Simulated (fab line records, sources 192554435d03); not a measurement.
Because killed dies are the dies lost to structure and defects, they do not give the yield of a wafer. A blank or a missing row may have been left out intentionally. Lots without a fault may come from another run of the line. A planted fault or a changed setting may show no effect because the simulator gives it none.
Chamber matching / flow n5 finfet / N5_HKMG_FIN_ALD_71 on ald metal-04 has 4 sister chambers
The step deposits TiN, target thk 1 nm, pulse time 1 s, purge time 3 s. 20 wafers are shown with their chamber, then 10 later ones without.

== WAFERS, EACH WITH ITS CHAMBER ==
wafer=L074.2; chamber=0; heater power w (W)=1017; precursor pulse height rel=0.986
wafer=L074.5; chamber=3; heater power w (W)=783; precursor pulse height rel=1.015
wafer=L074.6; chamber=0; heater power w (W)=1037; precursor pulse height rel=1.003
wafer=L076.1; chamber=1; heater power w (W)=794; precursor pulse height rel=0.961
wafer=L076.3; chamber=3; heater power w (W)=780; precursor pulse height rel=1.018
wafer=L076.5; chamber=2; heater power w (W)=886; precursor pulse height rel=0.983
wafer=L077.1; chamber=2; heater power w (W)=894; precursor pulse height rel=0.972
wafer=L077.2; chamber=0; heater power w (W)=1029; precursor pulse height rel=0.974
wafer=L077.3; chamber=1; heater power w (W)=814; precursor pulse height rel=0.997
wafer=L081.3; chamber=0; heater power w (W)=1013; precursor pulse height rel=1.020
wafer=L081.4; chamber=2; heater power w (W)=892; precursor pulse height rel=0.980
wafer=L081.5; chamber=1; heater power w (W)=787; precursor pulse height rel=1.000
wafer=L084.1; chamber=3; heater power w (W)=770; precursor pulse height rel=0.998
wafer=L084.3; chamber=1; heater power w (W)=796; precursor pulse height rel=0.959
wafer=L084.5; chamber=2; heater power w (W)=877; precursor pulse height rel=0.988
wafer=L086.2; chamber=1; heater power w (W)=784; precursor pulse height rel=0.972
wafer=L086.4; chamber=1; heater power w (W)=807; precursor pulse height rel=1.013
wafer=L086.5; chamber=2; heater power w (W)=897; precursor pulse height rel=1.030
wafer=L089.1; chamber=1; heater power w (W)=790; precursor pulse height rel=1.034
wafer=L089.4; chamber=1; heater power w (W)=770; precursor pulse height rel=1.001

SIGNATURES, as means of the wafers listed above
reading=heater power w; chamber 0=1024.00; chamber 1=792.75; chamber 2=889.20; chamber 3=777.67; scatter within a chamber=11.2
reading=precursor pulse height rel; chamber 0=0.99575; chamber 1=0.99212; chamber 2=0.99060; chamber 3=1.01033; scatter within a chamber=0.0228
Rule: for each reading, subtract the chamber's mean from the wafer's reading, divide by that reading's scatter and square the result; add these up over the readings and take the root, which gives the wafer's distance from the chamber. The wafer belongs to the nearest chamber; if the next one is less than 2 further off, it can't be placed. How the scatter is found: for the shown wafers, subtract from each reading the mean of its chamber, square and add these, divide the total by (wafers less chambers), then take the root.

== WAFERS WITH NO CHAMBER GIVEN ==
wafer=L089.6; heater power w (W)=793; precursor pulse height rel=1.018
wafer=L090.2; heater power w (W)=774; precursor pulse height rel=1.006
wafer=L090.4; heater power w (W)=1042; precursor pulse height rel=0.983
wafer=L090.5; heater power w (W)=781; precursor pulse height rel=0.990
wafer=L094.1; heater power w (W)=911; precursor pulse height rel=1.016
wafer=L094.4; heater power w (W)=1036; precursor pulse height rel=1.025
wafer=L094.5; heater power w (W)=1028; precursor pulse height rel=0.982
wafer=L097.2; heater power w (W)=1057; precursor pulse height rel=1.023
wafer=L097.3; heater power w (W)=788; precursor pulse height rel=1.001
wafer=L097.5; heater power w (W)=783; precursor pulse height rel=0.989

== THE CHAMBER EACH PASSED THROUGH ==
wafer=L089.6; from the rows above=can't be placed: 1 or 3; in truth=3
wafer=L090.2; from the rows above=can't be placed: 3 or 1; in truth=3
wafer=L090.4; from the rows above=0; in truth=0
wafer=L090.5; from the rows above=can't be placed: 3 or 1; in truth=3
wafer=L094.1; from the rows above=2; in truth=2
wafer=L094.4; from the rows above=0; in truth=0
wafer=L094.5; from the rows above=0; in truth=0
wafer=L097.2; from the rows above=0; in truth=0
wafer=L097.3; from the rows above=can't be placed: 1 or 3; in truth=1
wafer=L097.5; from the rows above=can't be placed: 1 or 3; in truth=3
5 of 10 placed correctly. Not placeable from these rows: 5 (in 5, the candidates include the true chamber). Number placed wrongly: 0.
